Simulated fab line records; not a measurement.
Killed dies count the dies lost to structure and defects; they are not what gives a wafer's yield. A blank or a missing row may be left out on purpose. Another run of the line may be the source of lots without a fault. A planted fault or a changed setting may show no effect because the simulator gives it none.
Which of the tools did it?    flow n5-finfet    24 lots, 72 wafers sampled, at 3 steps of a route of 1938

WHAT THE GAUGES READ, wafer by wafer
N5_BEOL_M5_RS_MEAS_57: the measuring method here is four-point-probe. Usual: M5_RS gives 0.384 ohm/sq (standard deviation 0.011).
lot   measured      on             M5_RS (ohm/sq)     flag
L074  day 8 12:31   film-metro-01  0.391 0.389 0.399  
L075  day 8 17:27   film-metro-02  0.386 0.387 0.392  
L077  day 8 17:54   film-metro-02  0.395 0.386 0.384  
L076  day 8 22:50   film-metro-02  0.392 0.384 0.395  
L079  day 9 19:08   film-metro-01  0.371 0.398 0.380  
L080  day 9 20:24   film-metro-02  0.402 0.402 0.382  
L078  day 10 01:31  film-metro-01  0.392 0.393 0.381  
L081  day 10 03:53  film-metro-02  0.394 0.401 0.398  
L082  day 10 05:04  film-metro-01  0.367 0.386 0.377  
L083  day 10 08:45  film-metro-02  0.382 0.357 0.380  
L084  day 10 14:58  film-metro-02  0.397 0.394 0.404  
L085  day 11 05:22  film-metro-01  0.394 0.373 0.392  
L086  day 11 09:01  film-metro-01  0.388 0.373 0.390  
L087  day 11 19:54  film-metro-02  0.376 0.385 0.383  
L088  day 12 03:02  film-metro-01  0.392 0.359 0.384  
L090  day 12 05:55  film-metro-01  0.392 0.370 0.390  
L089  day 12 12:06  film-metro-02  0.363 0.365 0.369  
L091  day 12 16:40  film-metro-01  0.362 0.368 0.383  
L092  day 12 21:28  film-metro-02  0.378 0.380 0.379  
L093  day 13 05:20  film-metro-02  0.392 0.384 0.399  
L094  day 13 11:11  film-metro-02  0.395 0.380 0.383  
L095  day 13 15:51  film-metro-02  0.377 0.399 0.372  
L096  day 14 01:47  film-metro-02  0.369 0.387 0.373  
L097  day 14 06:42  film-metro-01  0.369 0.375 0.395  

TOOL THAT RAN EACH LOT (tool first, then ch and the chambers of the sampled wafers, then the start)
lot   N5_BEOL_M5_ANNEAL_49          N5_BEOL_M5_SPUTTER_90
L074  pvd-sputter-02, day 8 07:07   pvd-sputter-02, day 8 11:23
L075  pvd-sputter-03, day 8 12:08   pvd-sputter-03, day 8 16:24
L077  pvd-sputter-01, day 8 12:16   pvd-sputter-01, day 8 16:32
L076  pvd-sputter-02, day 8 17:31   pvd-sputter-02, day 8 21:46
L079  pvd-sputter-02, day 9 13:47   pvd-sputter-02, day 9 18:04
L080  pvd-sputter-03, day 9 15:02   pvd-sputter-03, day 9 19:19
L078  pvd-sputter-02, day 9 20:11   pvd-sputter-02, day 10 00:27
L081  pvd-sputter-01, day 9 22:34   pvd-sputter-01, day 10 02:50
L082  pvd-sputter-03, day 9 23:43   pvd-sputter-03, day 10 03:59
L083  pvd-sputter-01, day 10 03:24  pvd-sputter-01, day 10 07:40
L084  pvd-sputter-03, day 10 05:56  pvd-sputter-03, day 10 13:50
L085  pvd-sputter-03, day 10 23:58  pvd-sputter-03, day 11 04:14
L086  pvd-sputter-02, day 11 03:41  pvd-sputter-02, day 11 07:58
L087  pvd-sputter-03, day 11 14:22  pvd-sputter-03, day 11 18:38
L088  pvd-sputter-03, day 11 20:53  pvd-sputter-03, day 12 01:09
L090  pvd-sputter-01, day 12 00:34  pvd-sputter-01, day 12 04:50
L089  pvd-sputter-02, day 12 06:10  pvd-sputter-02, day 12 10:26
L091  pvd-sputter-01, day 12 11:21  pvd-sputter-01, day 12 15:37
L092  pvd-sputter-01, day 12 15:49  pvd-sputter-01, day 12 20:05
L093  pvd-sputter-02, day 13 00:01  pvd-sputter-02, day 13 04:17
L094  pvd-sputter-01, day 13 05:32  pvd-sputter-01, day 13 09:49
L095  pvd-sputter-03, day 13 10:28  pvd-sputter-03, day 13 14:44
L096  pvd-sputter-03, day 13 20:20  pvd-sputter-03, day 14 00:37
L097  pvd-sputter-01, day 14 01:23  pvd-sputter-01, day 14 05:39
- N5_BEOL_M5_ANNEAL_49: time 1800 s.
- N5_BEOL_M5_SPUTTER_90: material Cu, target thk 4.5 nm, time 8.29 s.

WHAT THE TOOLS THEMSELVES READ (means of the sampled wafers that have a number; where no wafer has one, the mark that the record gives instead)
N5_BEOL_M5_ANNEAL_49. Usual: heater-power-w 848 W, standard deviation 86.
lot   tool            heater-power-w (W)  flag
L074  pvd-sputter-02  860                 
L075  pvd-sputter-03  866                 
L077  pvd-sputter-01  856                 
L076  pvd-sputter-02  826                 
L079  pvd-sputter-02  890                 
L080  pvd-sputter-03  805                 
L078  pvd-sputter-02  926                 
L081  pvd-sputter-01  861                 
L082  pvd-sputter-03  865                 
L083  pvd-sputter-01  878                 
L084  pvd-sputter-03  804                 
L085  pvd-sputter-03  861                 
L086  pvd-sputter-02  813                 
L087  pvd-sputter-03  816                 
L088  pvd-sputter-03  903                 
L090  pvd-sputter-01  878                 
L089  pvd-sputter-02  921                 
L091  pvd-sputter-01  860                 
L092  pvd-sputter-01  857                 
L093  pvd-sputter-02  841                 
L094  pvd-sputter-01  814                 
L095  pvd-sputter-03  868                 
L096  pvd-sputter-03  758                 
L097  pvd-sputter-01  814                 

N5_BEOL_M5_SPUTTER_90. Usual: throttle-valve-pct 29.8 %, standard deviation 1.3.
lot   tool            throttle-valve-pct (%)  flag
L074  pvd-sputter-02  29.2                    
L075  pvd-sputter-03  29.8                    
L077  pvd-sputter-01  29.9                    
L076  pvd-sputter-02  29.6                    
L079  pvd-sputter-02  29.0                    
L080  pvd-sputter-03  30.5                    
L078  pvd-sputter-02  29.1                    
L081  pvd-sputter-01  30.3                    
L082  pvd-sputter-03  29.7                    
L083  pvd-sputter-01  30.2                    
L084  pvd-sputter-03  31.5                    
L085  pvd-sputter-03  29.7                    
L086  pvd-sputter-02  29.0                    
L087  pvd-sputter-03  31.4                    
L088  pvd-sputter-03  31.0                    
L090  pvd-sputter-01  30.2                    
L089  pvd-sputter-02  29.5                    
L091  pvd-sputter-01  30.0                    
L092  pvd-sputter-01  30.2                    
L093  pvd-sputter-02  29.1                    
L094  pvd-sputter-01  29.7                    
L095  pvd-sputter-03  31.0                    
L096  pvd-sputter-03  30.7                    
L097  pvd-sputter-01  29.6                    

THE ANSWER, worked out from the rows above alone
Rule: lot off if the mean of its wafers having a number is beyond 3 standard deviations from the usual mean. Also off: a lot with no number at a reading for which 4 or more lots have one. Where the step has rows for the other lots, those lots are counted as sound. Order of review: gauges by route order, followed by the tools' own readings, for which a lot's mean as printed above is used. At the first step where some lot is off, the reading lying furthest off is the one used; lots without a number count as furthest.
No lot is off at any reading shown: from this, nothing can be told.

WHAT THE SIMULATOR HAD INSERTED
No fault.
